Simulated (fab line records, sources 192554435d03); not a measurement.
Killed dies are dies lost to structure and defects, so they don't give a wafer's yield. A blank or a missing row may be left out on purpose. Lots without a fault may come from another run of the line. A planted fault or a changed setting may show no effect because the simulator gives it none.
fab line records | flow n5_finfet
record lots=4 wafers=12 last_day=16
route steps=1938 shown SD_EPI_P@308 SD_ACTIVATION@330 ILD0@335 SDB@347 BEOL_M4@1111 PASSIVATION@1936
lots that met no fault: from a run of the same line without faults
start_h: hours from the record's first day to the start of the lot's first wafer shown | wait_h: hours since the lot's step before | " the same as in the row above | L1.1+2: a row that stands for several wafers | - no value, or no start given | * or withheld: withheld | < > ~ a bound
route shown NAME@n: a module of which the file shows steps, and the number in the route of the first | usual: mean/standard deviation of fault-free wafers | same: alike in all rows | chamber/n: place in a boat | sites: the reading at each site | _std_site: their standard deviation | _edge_site: outer sites' mean less inner sites' | radius_mm: how far each site lies from the wafer's centre | mask NAME#n: copy n | behind: the tool/chamber that last shaped the wafer | hold: why the lot was held/for how many hours/how that ended | device: the transistor (n, p or np) that didn't switch | end of line: the same wafers' tests at the end of the route | a step without rows: its recipe alone | killed: dies lost to structure and defects at the first sort, not the wafer's yield | map: a wafer's dies, x killed, . not, _ none there
set.NAME: the setting as run; set.NAME@STEP: as run at that earlier step | model.NAME: the simulator's own value behind a step, which no gauge read
lots at some steps of the route; a table a step, a row a wafer
## steps
# step N5_SD_EPI_P_ETCH_37
# recipe chemistry=N2/H2 target=SOC overetch_a=1080 mask_material=SiARC temp_c=40 ion_energy_ev=100 source_w=3000 bias_w=133 pressure_mtorr=20 time_s=486 n2_flow_sccm=200 h2_flow_sccm=200 ends=end_point
# step N5_SD_EPI_P_STRIP_38
# recipe chemistry=N2/H2 temp_c=40 n2_flow_sccm=200 h2_flow_sccm=200 rf_frequency_hz=6e+07
# step N5_SD_EPI_P_ETCHBACK_46
# recipe chemistry=CH3F/O2 mode=anisotropic_etchback target=SiNx target_depth_a=175 stop_on=SiO2 over_etch_frac=0.3 ion_energy_ev=120 pressure_mtorr=30 source_w=395 bias_w=73 Ar_flow_sccm=150 CH3F_flow_sccm=30 O2_flow_sccm=20
# step N5_SD_EPI_P_ETCH_47
# recipe chemistry=CH3F/O2 target=SiOCN target_depth_a=250 mask_material=SOC ion_energy_ev=60 bias_w=29 pressure_mtorr=30 source_w=410 Ar_flow_sccm=150 CH3F_flow_sccm=30 O2_flow_sccm=20
# step N5_SD_EPI_P_ETCH_16
# recipe chemistry=CHF3/O2 target=SiO2 target_depth_a=50 mask_material=SOC pressure_mtorr=30 source_w=650 bias_w=170 Ar_flow_sccm=200 CHF3_flow_sccm=50 O2_flow_sccm=5 ion_energy_ev=200
# step N5_SD_EPI_P_STRIP_50
# recipe chemistry=CHF3/O2 resist=SiARC rf_frequency_hz=6e+07
# step N5_SD_EPI_P_SD_RECESS_17
# recipe chemistry=HBr/Cl2/O2 target_depth_a=391 bt_time_s=3 pressure_mtorr=10 icp_w=800 bias_w=112 HBr_flow_sccm=150 Cl2_flow_sccm=80 O2_flow_sccm=12
# step N5_SD_EPI_P_WET_ETCH_45
# recipe chemistry=dHF dilution=withheld time_s=10.7 target=SiO2 target_depth_a=20 temp_c=25 dry=ipa_marangoni rinse_time_s=30 rinse_temp_c=23
# step N5_SD_EPI_P_STRIP_40
# recipe chemistry=N2/H2 power_w=1000 temp_c=250 h2_frac=0.65 overash_fraction=0.3 pressure_mtorr=withheld n2_flow_sccm=1750 h2_flow_sccm=3250
# step N5_SD_EPI_P_PRECLEAN_52
# recipe chemistry=O3/DIW time_s=60 temp_c=22 o3_ppm=10
# step N5_SD_EPI_P_SRD_20
# recipe dry=ipa_marangoni do_ppb=5 time_s=30 temp_c=23 rinse_liquid=diw
# step N5_SD_EPI_P_PRECLEAN_51
# recipe chemistry=NF3:NH3 afs_cycles=1 temp_c=30 time_s=20 sublimation_temp_c=180 sublimation_time_s=60 pressure_torr=3 rf_power_w=30
# step N5_SD_EPI_P_VAPOR_ETCH_44
# recipe chemistry=NF3/Ar target=SiGe30 temp_c=25 time_s=3.3 mode=isotropic
# columns lot.wafer tool chamber start_h wait_h
L231.3+4+6 epi_rpcvd-04 0 53.57 0.1
L238.2+3+5 epi_rpcvd-01 0 97.89 0.2
L245.4+5+6 epi_rpcvd-01 0 141.61 0.2
L248.1+4+5 epi_rpcvd-01 0 157.67 0.2
# step N5_SD_EPI_P_EPI_21
# recipe material=SiGe:B dopant=B temp_c=550 pressure_torr=20 ambient=H2 time_s=355
# step N5_SD_EPI_P_HM_STRIP_48
# recipe chemistry=H3PO4 temp_c=160 material=SiNx target=SiNx target_depth_a=30 overetch_fraction=0.3
# step N5_SD_EPI_P_SRD_49
# recipe dry=ipa_marangoni time_s=30 temp_c=23 rinse_liquid=diw
# step N5_SD_EPI_P_PRECLEAN_24
# recipe chemistry=O3/DIW time_s=45 temp_c=22 o3_ppm=10
# step N5_SD_EPI_P_PRECLEAN_32
# recipe chemistry=dHF time_s=10 dilution=500:1 temp_c=25
# step N5_SD_EPI_P_PRECLEAN_33
# recipe chemistry=SC2 time_s=45 temp_c=35 mix=1:1:50
# step N5_SD_EPI_P_SRD_25
# recipe time_s=30 temp_c=23 rinse_liquid=diw dry=ipa_marangoni
# step N5_SD_ACTIVATION_RTA_00
# recipe temp_c=975 time_s=0 ambient=N2 idle_temp_c=600 ramp_up_c_per_s=150 ramp_down_c_per_s=60 cool_to_c=600
# step N5_SD_ACTIVATION_LSA_01
# recipe temp_c=1080 time_s=0.0008 ambient=N2
# step N5_ILD0_LINER_00
# recipe material=SiNx target_thk_a=40 temp_c=400 ald_precursor_family=SiH2I2 ald_co_reactant=N2/H2-plasma pulse_time_s=1 purge_time_s=2 co_reactant_purge_time_s=2 ald_cycles=80 pressure_torr=2
# step N5_ILD0_FCVD_FILL_01
# recipe material=SiO2_flowable target_thk_a=2000 temp_c=100 pressure_torr=0.8 rf_w=2000 time_s=328.3
# step N5_ILD0_CURE_02
# recipe temp_c=450 time_s=1800 ambient=steam idle_temp_c=400 ramp_up_c_per_min=5 ramp_down_c_per_min=3 densification_p_h2o_torr=640
# step N5_ILD0_CMP_03
# recipe stop_on=SiNx t_overpolish_s=1.9 post_cmp_clean=alkaline_brush down_force_psi=4.1491 platen_rpm=51.796 pad_velocity_m_s=1.0306 target_thk_nm=197.38
# step N5_ILD0_CMP_07
# recipe stop_on=poly-Si material=SiO2_flowable t_overpolish_s=1.18 post_cmp_clean=alkaline_brush down_force_psi=4.1491 platen_rpm=51.796 pad_velocity_m_s=1.0306 target_thk_nm=138.88
# step N5_ILD0_PRECLEAN_10
# recipe chemistry=NF3:NH3 afs_cycles=5 time_s=20 temp_c=30 sublimation_temp_c=180 sublimation_time_s=60 pressure_torr=3 rf_power_w=30
# step N5_ILD0_ALD_15
# recipe material=SiNx target_thk_a=240 temp_c=400 ald_precursor_family=SiH2I2 ald_co_reactant=N2/H2-plasma pulse_time_s=1 ald_cycles=480 purge_time_s=2 co_reactant_purge_time_s=2 pressure_torr=2
# step N5_ILD0_CMP_12
# recipe stop_on=poly-Si material=SiNx t_overpolish_s=6 post_cmp_clean=alkaline_brush down_force_psi=2.5 platen_rpm=51.8 pad_velocity_m_s=1.0307 target_thk_nm=17.67
# step N5_SDB_HM_DEP_00
# recipe material=SiNx target_thk_a=400 temp_c=400 precursor=SiH4/NH3/N2 pressure_torr=1.5 rf_w=300 time_s=35.3
# step N5_SDB_COAT_03
# recipe resist=SOC temp_c=250 time_s=60 spin_rpm=1500 resist_thk_nm=100
# step N5_SDB_COAT_04
# recipe resist=SiARC temp_c=220 time_s=60 spin_rpm=1500 resist_thk_nm=18
# step N5_BEOL_M4_RC_MEAS_101
# usual DIBL_N=36.9/1.6 DIBL_P=37.1/2 IOFF_N=0.17/0.032 IOFF_P=0.22/0.036 IOFF_P_85C=3.8/0.52 IOFF_P_LIN=0.104/0.014 ION_N=674/12 ION_P=463/7.8 REXT_P=100.3/2.1 SS_N=71.7/0.63 SS_P=73.5/0.62 VT_N=249/3.3 VT_P=-250/3.5 VT_P_LVT=-97.7/2.9
# columns lot.wafer tool chamber start_h wait_h DIBL_N[mV/V] DIBL_P[mV/V] IOFF_N[nA/um] IOFF_P[nA/um] IOFF_P_85C[nA/um] IOFF_P_LIN[nA/um] ION_N[uA/um] ION_P[uA/um] REXT_P[ohm.um] SS_N[mV/dec] SS_P[mV/dec] VT_N[mV] VT_P[mV] VT_P_LVT[mV]
L231.3 prober-01 0 179.99 0.3 37.1 37.8 0.19 0.25 4.2 0.113 686 468 96.3 71.6 73.9 247 -250 -97.1
L231.4 " 0 " " 36.9 36.9 0.18 0.22 3.9 0.103 678 458 97.9 72.9 73.6 246 -251 -99.5
L231.6 " 0 " " 37.0 37.2 0.17 0.23 3.9 0.107 679 465 96.2 71.6 73.4 248 -250 -99.5
L238.2 prober-01 0 221.10 0.2 37.9 37.9 0.20 0.26 4.4 0.116 689 470 101.3 72.1 73.9 247 -248 -95.0
L238.3 " 0 " " 36.4 35.9 0.16 0.21 3.7 0.100 676 464 102.7 71.6 73.7 248 -252 -99.1
L238.5 " 0 " " 37.9 37.6 0.19 0.25 4.2 0.112 688 471 102.1 71.0 74.1 245 -246 -96.3
L245.4 prober-02 0 272.70 0.5 34.6 30.5 0.12 0.10 2.0 0.055 653 426 114.5 70.9 72.7 254 -263 -108.5
L245.5 " 0 " " 36.0 35.1 0.13 0.19 3.3 0.091 670 458 98.2 71.5 73.3 252 -253 -96.9
L245.6 " 0 " " 36.4 35.8 0.14 0.19 3.3 0.090 661 450 99.2 71.5 73.2 254 -254 -96.3
L248.1 prober-02 0 279.26 0.0 34.9 34.5 0.14 0.17 3.0 0.081 662 455 99.5 71.2 73.0 253 -254 -103.7
L248.4 " 0 " " 37.1 33.8 0.17 0.13 2.4 0.063 676 433 118.2 72.1 72.5 250 -258 -110.6
L248.5 " 0 " " 36.3 37.7 0.17 0.22 3.7 0.096 679 470 99.6 72.4 73.2 249 -252 -100.1
# step N5_PASSIVATION_PROBE_49
# usual defect_limited_yield=90.9/1.6 killed_at_M0_to_M3=34/11 killed_at_M4_up=14/5.7 killed_at_contacts=13/6.5 killed_at_front_end=43/11 killed_at_other=4/3.1 killed_dies=107/19 killed_open=71/14 killed_short=35/7.9 sort_bin_5_function=5.3/1.1 sort_bin_6_memory=3.4/0.74 sort_bin_8_speed=0.00/0.014 sort_n_pass=1073/19 sort_yield_pct=90.9/1.6
# same gross_dies=1180 killed_at_back_side=0 sort_bin_4_leakage[%]=0
# columns lot.wafer tool chamber start_h wait_h defect_limited_yield[%] killed_at_M0_to_M3 killed_at_M4_up killed_at_contacts killed_at_front_end killed_at_other killed_dies killed_open killed_short sort_bin_5_function[%] sort_bin_6_memory[%] sort_bin_8_speed[%] sort_n_pass sort_yield_pct[%]
L231.3 prober-01 - 292.53 0.1 91.2 30 22 11 39 2 104 61 42 5.6 2.8 0 1076 91.2
L231.4 prober-01 - 292.58 0.2 90.5 36 18 16 41 1 112 84 27 6.2 3.1 0 1068 90.5
L231.6 prober-01 - 292.68 0.3 88.9 42 22 14 50 3 131 93 36 6.3 4.5 0 1049 88.9
L238.2 prober-01 - 323.70 0.1 90.6 38 25 11 37 0 111 67 43 5.8 3.3 0 1069 90.6
L238.3 prober-01 - 323.75 0.1 88.1 44 23 23 43 7 140 86 46 7.1 3.8 0 1040 88.1
L238.5 prober-01 - 323.85 0.2 89.4 41 10 10 61 3 125 75 44 6.2 3.4 0 1055 89.4
L245.4 prober-01 - 370.28 0.2 91.7 25 13 4 47 9 98 56 42 4.5 3.3 40.51 604 51.2
L245.5 prober-01 - 370.33 0.2 91.2 33 11 4 48 8 104 71 32 5.1 3.4 0 1076 91.2
L245.6 prober-01 - 370.38 0.3 91.8 27 11 18 33 8 97 68 28 5.4 2.5 0 1083 91.8
L248.1 prober-01 - 374.77 0.0 88.7 29 22 21 59 2 133 76 48 6.2 3.6 0 1047 88.7
L248.4 prober-01 - 374.92 0.2 93.1 13 17 8 37 7 82 54 28 3.9 2.7 15.42 916 77.6
L248.5 prober-01 - 374.97 0.2 89.5 38 18 18 46 4 124 77 47 6.1 3.8 0 1056 89.5
# killed by level:class
L231.3 BEOL_M3:geometric_particle:open=14 BEOL_M5:geometric_particle:open=9 MOL_CONTACT_COAG:geometric_particle:open=8 STI_FIN_REVEAL:geometric_particle:open=6 GATE_CUT:geometric_particle:short=5 GATE_CUT:geometric_particle:open=5 BEOL_M3:geometric_particle:short=5 STARTING-WAFER:geometric_particle:short=4
L231.4 BEOL_M2:geometric_particle:open=18 STI_FIN_REVEAL:geometric_particle:open=14 MOL_CONTACT_COAG:geometric_particle:open=14 BEOL_M4:geometric_particle:open=10 BEOL_M3:geometric_particle:short=7 DUMMY_GATE:geometric_particle:open=6 GATE_CUT:geometric_particle:short=4 BEOL_M0_SAQP:geometric_particle:short=4
L231.6 BEOL_M0_SAQP:geometric_particle:open=12 BEOL_M5:geometric_particle:open=12 MOL_CONTACT_COAG:geometric_particle:open=10 STI_FIN_REVEAL:geometric_particle:open=9 BEOL_M0_SAQP:geometric_particle:short=9 BEOL_M2:geometric_particle:open=8 FIN_SAQP:geometric_particle:short=7 DUMMY_GATE:geometric_particle:open=6
L238.2 BEOL_M3:geometric_particle:open=10 BEOL_M4:geometric_particle:short=10 MOL_CONTACT_COAG:geometric_particle:open=9 BEOL_M0_SAQP:geometric_particle:short=9 FIN_SAQP:geometric_particle:short=6 STI_FIN_REVEAL:geometric_particle:open=6 BEOL_M0_SAQP:geometric_particle:open=6 BEOL_M1:geometric_particle:open=5
L238.3 MOL_CONTACT_COAG:geometric_particle:open=20 BEOL_M0_SAQP:geometric_particle:open=11 BEOL_M3:geometric_particle:open=11 BEOL_M4:geometric_particle:open=11 FIN_SAQP:geometric_particle:short=10 BEOL_M2:geometric_particle:open=9 HKMG_FIN:area_etch=8 BEOL_M0_SAQP:geometric_particle:short=5
L238.5 FIN_SAQP:geometric_particle:open=14 BEOL_M3:geometric_particle:open=11 BEOL_M2:geometric_particle:open=11 STI_FIN_REVEAL:geometric_particle:open=10 FIN_SAQP:geometric_particle:short=9 MOL_CONTACT_COAG:geometric_particle:open=7 GATE_CUT:geometric_particle:short=7 BEOL_M1:geometric_particle:open=6
L245.4 STI_FIN_REVEAL:geometric_particle:open=12 GATE_CUT:geometric_particle:short=8 BEOL_M0_SAQP:geometric_particle:short=8 DUMMY_GATE:geometric_particle:open=5 BEOL_M0_SAQP:geometric_particle:open=5 DUMMY_GATE:geometric_particle:short=4 MOL_CONTACT_COAG:geometric_particle:open=4 BEOL_M4:geometric_particle:open=4
L245.5 BEOL_M3:geometric_particle:open=14 STI_FIN_REVEAL:geometric_particle:open=9 BEOL_M1:geometric_particle:open=7 ILD0:geometric_particle:short=6 BEOL_M2:geometric_particle:open=6 PAD_METAL:geometric_particle:open=6 DUMMY_GATE:geometric_particle:open=5 GATE_CUT:geometric_particle:open=5
L245.6 MOL_CONTACT_COAG:geometric_particle:open=13 BEOL_M3:geometric_particle:open=13 STI_FIN_REVEAL:geometric_particle:open=8 FIN_SAQP:geometric_particle:open=7 GATE_CUT:geometric_particle:short=6 MOL_CONTACT_COAG:geometric_particle:short=5 PAD_METAL:geometric_particle:open=5 BEOL_M4:geometric_particle:open=4
L248.1 FIN_SAQP:geometric_particle:short=20 MOL_CONTACT_COAG:geometric_particle:open=16 FIN_SAQP:geometric_particle:open=11 HKMG_FIN:area_etch=8 BEOL_M2:geometric_particle:open=7 BEOL_M3:geometric_particle:open=7 BEOL_M4:geometric_particle:open=7 GATE_CUT:geometric_particle:short=5
L248.4 FIN_SAQP:geometric_particle:open=11 DUMMY_GATE:geometric_particle:open=7 MOL_CONTACT_COAG:geometric_particle:open=7 BEOL_M4:geometric_particle:open=7 FIN_SAQP:geometric_particle:short=5 GATE_CUT:geometric_particle:short=4 BEOL_M2:geometric_particle:open=4 BEOL_M0_SAQP:geometric_particle:short=3
L248.5 MOL_CONTACT_COAG:geometric_particle:open=13 FIN_SAQP:geometric_particle:short=12 GATE_CUT:geometric_particle:short=9 BEOL_M2:geometric_particle:open=9 BEOL_M0_SAQP:geometric_particle:open=8 BEOL_M0_SAQP:geometric_particle:short=8 BEOL_M4:geometric_particle:open=7 BEOL_M3:geometric_particle:open=6
# map L245.5 (x killed, . not)
_________________..x.........________________
______________..x...x..........._____________
___________.x......x.......x.......__________
__________...x.x...............x.x.._________
________........x.................xx.._______
_______.......x........x....x..........______
______.............x...................._____
_____..........x....x....................____
____x............................x........___
___.................x.x................x...__
___.x...................................x..__
__x..........x.....x........x..x............_
__x..............x.......x...........xxx...._
_x..x.x.......................x...x..x......x
_........x.........x............x..x...x.....
_.........x..x......x........................
_..x..........x...x..........................
_..................................x.........
_.....x......................................
_...x......x..........x...x..............x...
_................x......x.x................x.
__...........x..xx......x..x.x....x........._
__.......x.............x........x..........._
___.....x.......................x..........__
___..x.x..x.....x.............x.x..........__
____......xx.....................x....x...___
_____................x.x.x...x...........____
______...x.............................._____
_______..........x...x.....x...........______
________.............x..x........x...._______
__________.......x....x............._________
___________........................__________
______________...x....x........._____________
_________________.......x....________________
# map L248.1 (x killed, . not)
_________________...x....x...________________
______________..........x......._____________
___________x........x......x....x..__________
__________.x......x........x.x...x.._________
________....x.......................x._______
_______.........xx.....................______
______..........x......................._____
_____.xx.................................____
____.x........x...........................___
___...x.x..............x...................__
___.........x...x.....x.x.....x............__
__........xx.................x.....x...x...._
__.......x......x...x....x....x....x........_
_....x...................x.xx.....xx.........
_x..x..........x........x..........x..x..x.x.
_.......x.........x..x..........x............
_.....................x......x...............
_.x.x.x................x.....x...............
_.x...............xx..x........x......x......
_.x.....x.......x...x........x............x..
_.........x..x.........x.........x.........x.
__...x.xx................x...x......x....x.x_
__.x.x......................x..............x_
___..........x.............xx..x.......x..x__
___...................x.........x..........__
____.xx.x........x.x.................x....___
_____...............x...x.......x.......x____
______.................x..........x....._____
_______.....x......x...x............x..______
________.x....x.......x..............._______
__________x..x.xx..............x...._________
___________.............x...xx.....__________
______________...........x.x...._____________
_________________...x....x...________________
## key
first_sign step=N5_BEOL_M4_RC_MEAS_101 reading=REXT_P direction=up sigmas=7.6 usual=100.3 struck=116.3
effect step=N5_BEOL_M4_RC_MEAS_101 reading=ION_P direction=down sigmas=4.3 usual=463 struck=429
effect step=N5_BEOL_M4_RC_MEAS_101 reading=VT_P_LVT direction=down sigmas=4.1 usual=-97.7 struck=-109.6
effect step=N5_BEOL_M4_RC_MEAS_101 reading=IOFF_P_LIN direction=down sigmas=3.3 usual=0.104 struck=0.059
effect step=N5_BEOL_M4_RC_MEAS_101 reading=IOFF_P_85C direction=down sigmas=3.1 usual=3.8 struck=2.2
effect step=N5_BEOL_M4_RC_MEAS_101 reading=VT_P direction=down sigmas=3 usual=-250 struck=-260
effect step=N5_BEOL_M4_RC_MEAS_101 reading=IOFF_P direction=down sigmas=2.9 usual=0.22 struck=0.12
effect step=N5_PASSIVATION_PROBE_49 reading=sort_bin_8_speed direction=up sigmas=99+ usual=0.00 struck=27.97
met_at N5_SD_EPI_P_VAPOR_ETCH_44
struck_wafers L245.4,L248.4
onset_between 97.89 141.61
fault kind=process_parameter_drift tool=epi_rpcvd-01 chamber=- onset_h=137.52 steps=N5_SD_EPI_P_VAPOR_ETCH_44 channel=time_s offset=* shape=step end_h=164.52 scope=struck_wafers_only acts_in=* stated=*
